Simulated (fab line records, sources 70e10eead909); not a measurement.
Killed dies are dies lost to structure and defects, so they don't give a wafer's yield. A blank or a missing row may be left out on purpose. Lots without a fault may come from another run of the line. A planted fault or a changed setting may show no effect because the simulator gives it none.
Chamber matching | flow nand_harc | NHARC_A_BONDPAD_CMP_29 on cmp-03: 4 sister chambers
The step polishes SiCN, target thk 200 nm. 4 wafers are shown with their chamber, then 8 later ones without.

WAFERS WITH THEIR CHAMBER
wafer  | chamber | motor_current_A (A)
L079.4 | 3       | 11.7
L083.1 | 0       | 11.6
L085.3 | 2       | 12.6
L088.3 | 1       | 10.9

WAFERS WITHOUT THEIR CHAMBER
wafer  | motor_current_A (A)
L088.4 | 10.7
L088.6 | 11.3
L092.1 | 11.4
L092.2 | 12.2
L092.6 | 12.5
L093.2 | 11.0
L093.3 | 10.9
L093.4 | 12.2

WHICH CHAMBER EACH WENT THROUGH
wafer  | from the rows above          | in truth
L088.4 | 1                            | 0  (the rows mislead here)
L088.6 | can't be placed: 0 or 3 or 1 | 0
L092.1 | can't be placed: 0 or 3 or 1 | 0
L092.2 | can't be placed: 2 or 3 or 0 | 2
L092.6 | 2                            | 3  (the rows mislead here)
L093.2 | can't be placed: 1 or 0      | 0
L093.3 | 1                            | 1
L093.4 | can't be placed: 2 or 3 or 0 | 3
Placed correctly: 1 of 8. Can't be placed from these rows: 5 (the true chamber is among the candidates in 5). Placed wrongly: 2.
How it was worked out, from the rows above alone: a wafer's distance from a chamber is the root of the sum, over the readings, of the square of ((its reading less the chamber's mean) divided by the reading's scatter). The wafer belongs to the nearest chamber; if the next one is less than 2 further off, it can't be placed. A chamber's mean is the mean of its shown wafers. The scatter: with one shown wafer a chamber, the root of the mean of the squares of how far each hidden wafer lies from its nearest shown one.
